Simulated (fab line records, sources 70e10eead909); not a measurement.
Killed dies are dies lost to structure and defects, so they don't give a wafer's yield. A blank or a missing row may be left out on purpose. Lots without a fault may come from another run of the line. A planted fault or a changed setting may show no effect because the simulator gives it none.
Chamber matching | flow nand_harc | NHARC_A_STAIRCASE_ALD_420 on ald_hk-02: 4 sister chambers
The step deposits SiO2, target thk 20 nm, pulse time 6 s, ald cycles 200. 8 wafers are shown with their chamber, then 9 later ones without.

WAFERS WITH THEIR CHAMBER
wafer  | chamber | heater_power_w (W) | precursor_pulse_height_rel
L076.2 | 2       | 512                | 0.961
L079.5 | 1       | 432                | 0.977
L080.5 | 2       | 514                | 1.000
L082.3 | 3       | 380                | 0.979
L082.5 | 3       | 382                | 1.011
L083.1 | 1       | 441                | 0.983
L083.4 | 0       | 485                | 0.956
L083.6 | 0       | 485                | 1.026

WAFERS WITHOUT THEIR CHAMBER
wafer  | heater_power_w (W) | precursor_pulse_height_rel
L088.2 | 501                | 0.999
L088.3 | 513                | 0.994
L088.5 | 402                | 1.012
L094.1 | 501                | 0.975
L094.4 | 471                | 0.980
L094.5 | 492                | 0.975
L095.2 | 403                | 1.015
L095.5 | 400                | 1.018
L095.6 | 515                | 1.012

WHICH CHAMBER EACH WENT THROUGH
wafer  | from the rows above     | in truth
L088.2 | can't be placed: 2 or 0 | 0
L088.3 | 2                       | 2
L088.5 | 3                       | 3
L094.1 | can't be placed: 2 or 0 | 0
L094.4 | 0                       | 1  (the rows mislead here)
L094.5 | 0                       | 0
L095.2 | 3                       | 3
L095.5 | 3                       | 3
L095.6 | 2                       | 2
Placed correctly: 6 of 9. Can't be placed from these rows: 2 (the true chamber is among the candidates in 2). Placed wrongly: 1.
How it was worked out, from the rows above alone: a wafer's distance from a chamber is the root of the sum, over the readings, of the square of ((its reading less the chamber's mean) divided by the reading's scatter). The wafer belongs to the nearest chamber; if the next one is less than 2 further off, it can't be placed. A chamber's mean is the mean of its shown wafers. The scatter: the root of (the sum of the squares of (reading less its chamber's mean) over the shown wafers, divided by (wafers less chambers)).
